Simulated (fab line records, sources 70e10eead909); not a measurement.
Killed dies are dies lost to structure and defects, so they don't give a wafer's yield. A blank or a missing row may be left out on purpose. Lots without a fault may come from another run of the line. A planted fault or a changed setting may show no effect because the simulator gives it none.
Which tool did it? | flow nand_harc | 11 lots, 33 wafers sampled, at 5 steps of a route of 1302

WHAT THE GAUGES READ, wafer by wafer
NHARC_END_SORT_01. Usual: killed_at_array 53, standard deviation 19; killed_at_other 0.8, standard deviation 1.2; killed_at_periphery 3.7, standard deviation 2.3; killed_dies 57, standard deviation 19; killed_open 3.2, standard deviation 1.7; killed_short 2.6, standard deviation 1.8.
lot  | measured     | on        | killed_at_array | killed_at_other | killed_at_periphery | killed_dies | killed_open | killed_short | flag
L936 | day 25 03:39 | prober-01 | 78 55 72        | 0 0 0           | 2 2 6               | 80 57 78    | 3 5 5       | 3 2 6        |
L956 | day 33 11:13 | prober-01 | 45 63 55        | 1 5 1           | 7 6 4               | 53 74 60    | 7 8 3       | 3 0 1        |

WHICH TOOL RAN EACH LOT (tool, then ch and the chambers of the sampled wafers, then the start)
lot  | NHARC_A_STAIRCASE_TRIM_187         | NHARC_A_STAIRCASE_ETCH_190                    | NHARC_A_STAIRCASE_ETCH_192         | NHARC_A_STAIRCASE_TRIM_202
L937 | rie_diel-08 ch 1,2,3, day 16 05:04 | rie_diel-08 ch 0,2, day 16 05:40 or earlier   | rie_diel-08 ch 1,2, day 16 05:40   | rie_diel-11 ch 1,2,3, no start
L936 | rie_diel-04 ch 0,2,3, day 16 05:55 | rie_diel-04 ch 1,2,3, day 16 07:10 or earlier | rie_diel-04 ch 1,3, day 16 07:10   | rie_diel-11 ch 0,1, day 25 03:39 or earlier
L938 | rie_diel-11 ch 1,2, day 16 21:02   | rie_diel-11 ch 0,1,3, day 16 21:39 or earlier | rie_diel-11 ch 0,1,3, day 16 21:39 | rie_diel-04 ch 1,2,3, no start
L939 | rie_diel-11 ch 0,1, day 17 07:56   | rie_diel-11 ch 0,1,2, day 17 08:34 or earlier | rie_diel-11 ch 0,2,3, day 17 08:34 | rie_diel-08 ch 2,3, no start
L947 | rie_diel-04 ch 1,2, day 20 09:14   | rie_diel-04 ch 0,1,2, day 20 09:56 or earlier | rie_diel-04 ch 1,2,3, day 20 09:56 | rie_diel-04 ch 0,1,3, no start
L946 | rie_diel-04 ch 0,3, day 20 09:25   | rie_diel-04 ch 0,3, day 20 10:08 or earlier   | rie_diel-04 ch 0,1,3, day 20 10:08 | rie_diel-11 ch 0,3, no start
L949 | rie_diel-04 ch 0,2,3, day 20 20:28 | rie_diel-04 ch 2,3, day 20 21:02 or earlier   | rie_diel-04 ch 0,1, day 20 21:02   | rie_diel-08 ch 1,2, no start
L956 | rie_diel-11 ch 0,1, day 24 05:17   | rie_diel-11 ch 0,3, day 24 05:55 or earlier   | rie_diel-11 ch 1,2,3, day 24 05:55 | rie_diel-04 ch 1,2,3, day 33 11:13 or earlier
L957 | rie_diel-08 ch 1,2,3, day 24 18:20 | rie_diel-08 ch 0,1,2, day 24 18:58 or earlier | rie_diel-08 ch 1,2,3, day 24 18:58 | rie_diel-04 ch 1,2,3, no start
L959 | rie_diel-04 ch 1,3, day 25 02:44   | rie_diel-04 ch 0,1,2, day 25 03:28 or earlier | rie_diel-04 ch 0,1,3, day 25 03:28 | rie_diel-08 ch 1,3, no start
L958 | rie_diel-04 ch 1,2,3, day 25 03:09 | rie_diel-04 ch 1,2, day 25 03:48 or earlier   | rie_diel-04 ch 1,2, day 25 03:48   | rie_diel-11 ch 0,2,3, no start
- NHARC_A_STAIRCASE_TRIM_187: chemistry O2, time 211.2 s.
- NHARC_A_STAIRCASE_ETCH_190: etches the open film in C4F8/O2, target depth 100 nm, time 40.5 s.
- NHARC_A_STAIRCASE_ETCH_192: etches the open film in C4F8/O2, target depth 100 nm, time 40.5 s.
- NHARC_A_STAIRCASE_TRIM_202: chemistry O2, time 211.2 s.

WHAT THE TOOLS THEMSELVES READ (means of the sampled wafers that have a number; where no wafer has one, the mark that the record gives instead)
NHARC_A_STAIRCASE_TRIM_187. Usual: drypump_motor_current_A 5.9 A, standard deviation 0.5; o2_flow_sccm 499.9 sccm, standard deviation 1.6; oes_product_au 1.000 a.u., standard deviation 0.0088; rf_vpp_V 57.5 V, standard deviation 0.85; showerhead_plenum_p_Torr 3.43 Torr, standard deviation 0.074; throttle_valve_pct 17.036 %, standard deviation 0.0082.
lot  | tool        | drypump_motor_current_A (A) | o2_flow_sccm (sccm) | oes_product_au (a.u.) | rf_vpp_V (V) | showerhead_plenum_p_Torr (Torr) | throttle_valve_pct (%) | flag
L937 | rie_diel-08 | 5.6                         | 500.7               | 1.003                 | 57.7         | 3.44                            | 17.034                 |
L936 | rie_diel-04 | 6.3                         | 497.9               | 0.996                 | 57.8         | 3.42                            | 17.037                 |
L938 | rie_diel-11 | 6.2                         | 499.4               | 1.009                 | 58.7         | 3.41                            | 17.041                 |
L939 | rie_diel-11 | 5.8                         | 501.2               | 0.996                 | 57.9         | 3.49                            | 17.032                 |
L947 | rie_diel-04 | 6.1                         | 499.8               | 1.005                 | 57.7         | 3.44                            | 17.038                 |
L946 | rie_diel-04 | 5.9                         | 499.3               | 1.006                 | 56.5         | 3.40                            | 17.032                 |
L949 | rie_diel-04 | 6.2                         | 498.7               | 1.000                 | 56.6         | 3.41                            | 17.038                 |
L956 | rie_diel-11 | 5.6                         | 499.9               | 1.006                 | 57.0         | 3.49                            | 17.031                 |
L957 | rie_diel-08 | 5.6                         | 500.2               | 0.995                 | 57.1         | 3.41                            | 17.041                 |
L959 | rie_diel-04 | 5.8                         | 499.1               | 0.997                 | 57.2         | 3.42                            | 17.039                 |
L958 | rie_diel-04 | 6.0                         | 499.1               | 0.990                 | 57.9         | 3.38                            | 17.046                 |

NHARC_A_STAIRCASE_ETCH_190. Usual: bias_w 1000 W, standard deviation 3; oes_product_au 0.943 a.u., standard deviation 0.011; rf_fwd_power_W 593.5 W, standard deviation 2.3; rf_vpp_V 892.5 V, standard deviation 2.8.
lot  | tool        | bias_w (W) | oes_product_au (a.u.) | rf_fwd_power_W (W) | rf_vpp_V (V) | flag
L937 | rie_diel-08 | 1005       | 0.942                 | 592.0              | 895.4        |
L936 | rie_diel-04 | 999        | 0.929                 | 592.5              | 891.6        |
L938 | rie_diel-11 | 1000       | 0.944                 | 594.6              | 893.8        |
L939 | rie_diel-11 | 998        | 0.936                 | 595.6              | 893.8        |
L947 | rie_diel-04 | 998        | 0.947                 | 593.5              | 893.0        |
L946 | rie_diel-04 | 998        | 0.943                 | 595.0              | 892.9        |
L949 | rie_diel-04 | 999        | 0.952                 | 591.9              | 889.1        |
L956 | rie_diel-11 | 1002       | 0.950                 | 593.6              | 894.2        |
L957 | rie_diel-08 | 999        | 0.946                 | 591.2              | 893.9        |
L959 | rie_diel-04 | 1002       | 0.945                 | 593.4              | 893.1        |
L958 | rie_diel-04 | 999        | 0.937                 | 592.8              | 890.3        |

NHARC_A_STAIRCASE_ETCH_192. Usual: bias_w 1000 W, standard deviation 3.1; oes_product_au 0.943 a.u., standard deviation 0.0097; rf_fwd_power_W 593.8 W, standard deviation 2.3; rf_vpp_V 892.7 V, standard deviation 2.9.
lot  | tool        | bias_w (W) | oes_product_au (a.u.) | rf_fwd_power_W (W) | rf_vpp_V (V) | flag
L937 | rie_diel-08 | 996        | 0.950                 | 593.0              | 894.8        |
L936 | rie_diel-04 | 1000       | 0.942                 | 592.6              | 890.9        |
L938 | rie_diel-11 | 999        | 0.951                 | 594.0              | 894.0        |
L939 | rie_diel-11 | 1002       | 0.938                 | 594.2              | 893.5        |
L947 | rie_diel-04 | 1000       | 0.947                 | 594.7              | 890.5        |
L946 | rie_diel-04 | 1005       | 0.849                 | 497.8              | 892.8        | OFF
L949 | rie_diel-04 | 1001       | 0.853                 | 496.5              | 894.3        | OFF
L956 | rie_diel-11 | 1003       | 0.941                 | 596.5              | 890.2        |
L957 | rie_diel-08 | 1004       | 0.942                 | 590.3              | 891.1        |
L959 | rie_diel-04 | 1000       | 0.936                 | 593.2              | 892.3        |
L958 | rie_diel-04 | 1001       | 0.949                 | 593.2              | 892.1        |

NHARC_A_STAIRCASE_TRIM_202. Usual: drypump_motor_current_A 5.9 A, standard deviation 0.5; o2_flow_sccm 499.9 sccm, standard deviation 1.4; oes_product_au 1.001 a.u., standard deviation 0.0094; rf_vpp_V 57.5 V, standard deviation 0.84; showerhead_plenum_p_Torr 3.44 Torr, standard deviation 0.074; throttle_valve_pct 17.036 %, standard deviation 0.009.
lot  | tool        | drypump_motor_current_A (A) | o2_flow_sccm (sccm) | oes_product_au (a.u.) | rf_vpp_V (V) | showerhead_plenum_p_Torr (Torr) | throttle_valve_pct (%) | flag
L937 | rie_diel-11 | 6.1                         | 499.6               | 1.000                 | 57.4         | 3.43                            | 17.038                 |
L936 | rie_diel-11 | 5.6                         | 499.5               | 1.000                 | 58.2         | 3.52                            | 17.025                 |
L938 | rie_diel-04 | 6.0                         | 499.1               | 0.988                 | 57.7         | 3.41                            | 17.041                 |
L939 | rie_diel-08 | 6.0                         | 498.7               | 1.005                 | 57.7         | 3.44                            | 17.035                 |
L947 | rie_diel-04 | 6.0                         | 500.7               | 1.005                 | 57.3         | 3.45                            | 17.027                 |
L946 | rie_diel-11 | 5.6                         | 499.6               | 1.001                 | 57.3         | 3.50                            | 17.034                 |
L949 | rie_diel-08 | 5.5                         | 499.7               | 1.001                 | 57.3         | 3.47                            | 17.026                 |
L956 | rie_diel-04 | 6.1                         | 499.9               | 1.001                 | 56.6         | 3.38                            | 17.035                 |
L957 | rie_diel-04 | 6.0                         | 499.7               | 0.996                 | 57.3         | 3.38                            | 17.041                 |
L959 | rie_diel-08 | 5.3                         | 500.3               | 0.988                 | 57.5         | 3.40                            | 17.029                 |
L958 | rie_diel-11 | 5.9                         | 501.0               | 1.006                 | 57.6         | 3.42                            | 17.036                 |

THE ANSWER, worked out from the rows above alone
Rule: a lot is off if the mean of its wafers that have a number lies more than 3 standard deviations from the usual mean. A lot without any number at a reading at which 4 lots or more have one is off too. The other lots that the step has rows for count as sound. The gauges are gone through in route order, then the tools' own readings, and for those a lot's mean is taken as printed above. The first step at which some lot is off is used, and at that step the reading that is off furthest; a lot without a number counts as furthest.
Off: L946, L949, at NHARC_A_STAIRCASE_ETCH_192 (rf_fwd_power_W).
A tool fits if, at that step or a process step before it, it ran every lot that is off, and no sound lot after the first of them. NHARC_A_STAIRCASE_ETCH_190 gives no start for some lots, so the hours and the order of its lots are those of NHARC_A_STAIRCASE_ETCH_192. None of those tried fits.

WHAT THE SIMULATOR HAD PUT IN
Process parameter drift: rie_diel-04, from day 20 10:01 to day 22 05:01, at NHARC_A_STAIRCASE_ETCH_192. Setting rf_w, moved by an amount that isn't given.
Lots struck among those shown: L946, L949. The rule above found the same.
